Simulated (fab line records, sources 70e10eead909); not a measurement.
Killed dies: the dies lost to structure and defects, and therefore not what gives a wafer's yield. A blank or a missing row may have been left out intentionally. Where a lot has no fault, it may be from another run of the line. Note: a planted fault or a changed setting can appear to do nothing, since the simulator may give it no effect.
Matching of chambers | flow nand-harc | NHARC_A_BONDPAD_STRIP_15 on rie-diel-04: 4 sister chambers
The step strips in O2. 8 wafers are shown with their chamber, then 8 later ones without.

== WAFERS WITH THEIR CHAMBER ==
wafer  | chamber | chamber-pressure-mTorr (mTorr) | o2-flow-sccm (sccm)
L426.1 | 1       | 60.03                          | 502.6
L426.5 | 3       | 60.04                          | 500.5
L428.3 | 2       | 60.06                          | 501.7
L428.4 | 3       | 59.99                          | 500.1
L431.1 | 2       | 60.06                          | 501.6
L431.3 | 0       | 60.03                          | 500.3
L431.4 | 1       | 60.00                          | 499.3
L432.1 | 0       | 60.05                          | 501.7

== WAFERS WHOSE CHAMBER IS MISSING ==
wafer  | chamber-pressure-mTorr (mTorr) | o2-flow-sccm (sccm)
L432.4 | 60.07                          | 500.1
L432.6 | 59.97                          | 500.0
L433.2 | 59.88                          | 497.1
L433.4 | 59.95                          | 500.0
L433.6 | 60.01                          | 499.7
L434.3 | 60.04                          | 500.0
L434.4 | 59.96                          | 498.5
L434.5 | 60.01                          | 500.4

== CHAMBER TAKEN BY EACH ==
wafer  | from the rows above               | in truth
L432.4 | can't be placed: 2 or 0 or 3 or 1 | 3
L432.6 | can't be placed: 3 or 1 or 0      | 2
L433.2 | can't be placed: 3 or 1 or 0      | 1
L433.4 | can't be placed: 3 or 1 or 0      | 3
L433.6 | can't be placed: 3 or 1 or 0      | 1
L434.3 | can't be placed: 0 or 3 or 1 or 2 | 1
L434.4 | can't be placed: 3 or 1 or 0      | 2
L434.5 | can't be placed: 3 or 1 or 0      | 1
0 of 8 placed correctly. Cannot be placed on the basis of these rows: 8; the candidates contain the true chamber in 6. Wrongly placed: 0.
How it was worked out, from the rows above alone: a wafer's distance from a chamber is the root of the sum, over the readings, of the square of ((its reading less the chamber's mean) divided by the reading's scatter). The wafer belongs to the nearest chamber; if the next one is less than 2 further off, it can't be placed. Each chamber's mean is taken over the wafers shown for it. The scatter: take each reading less its chamber's mean, square it, sum over the shown wafers, divide by the number of wafers less the number of chambers, and take the root.
